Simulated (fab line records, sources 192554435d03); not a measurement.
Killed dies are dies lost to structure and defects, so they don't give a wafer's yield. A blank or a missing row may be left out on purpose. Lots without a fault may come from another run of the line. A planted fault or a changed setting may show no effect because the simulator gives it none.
Chamber matching | flow n5_finfet | N5_FIN_SAQP_DESCUM_21 on rie_diel-04: 4 sister chambers
The step chemistry O2, time 7.9 s. 4 wafers are shown with their chamber, then 8 later ones without.

WAFERS WITH THEIR CHAMBER
wafer  | chamber | showerhead_plenum_p_Torr (Torr)
L078.2 | 0       | 2.04
L086.2 | 3       | 2.16
L090.6 | 2       | 2.04
L091.4 | 1       | 1.99

WAFERS WITHOUT THEIR CHAMBER
wafer  | showerhead_plenum_p_Torr (Torr)
L091.5 | 2.15
L091.6 | 2.03
L094.1 | 1.99
L094.3 | 2.03
L094.5 | 1.99
L095.3 | 2.03
L095.4 | 2.15
L095.5 | 1.99

WHICH CHAMBER EACH WENT THROUGH
wafer  | from the rows above     | in truth
L091.5 | 3                       | 3
L091.6 | can't be placed: 0 or 2 | 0
L094.1 | 1                       | 1
L094.3 | can't be placed: 0 or 2 | 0
L094.5 | 1                       | 1
L095.3 | can't be placed: 0 or 2 | 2
L095.4 | 3                       | 3
L095.5 | 1                       | 1
Placed correctly: 5 of 8. Can't be placed from these rows: 3 (the true chamber is among the candidates in 3). Placed wrongly: 0.
How it was worked out, from the rows above alone: a wafer's distance from a chamber is the root of the sum, over the readings, of the square of ((its reading less the chamber's mean) divided by the reading's scatter). The wafer belongs to the nearest chamber; if the next one is less than 2 further off, it can't be placed. A chamber's mean is the mean of its shown wafers. The scatter: with one shown wafer a chamber, the root of the mean of the squares of how far each hidden wafer lies from its nearest shown one.
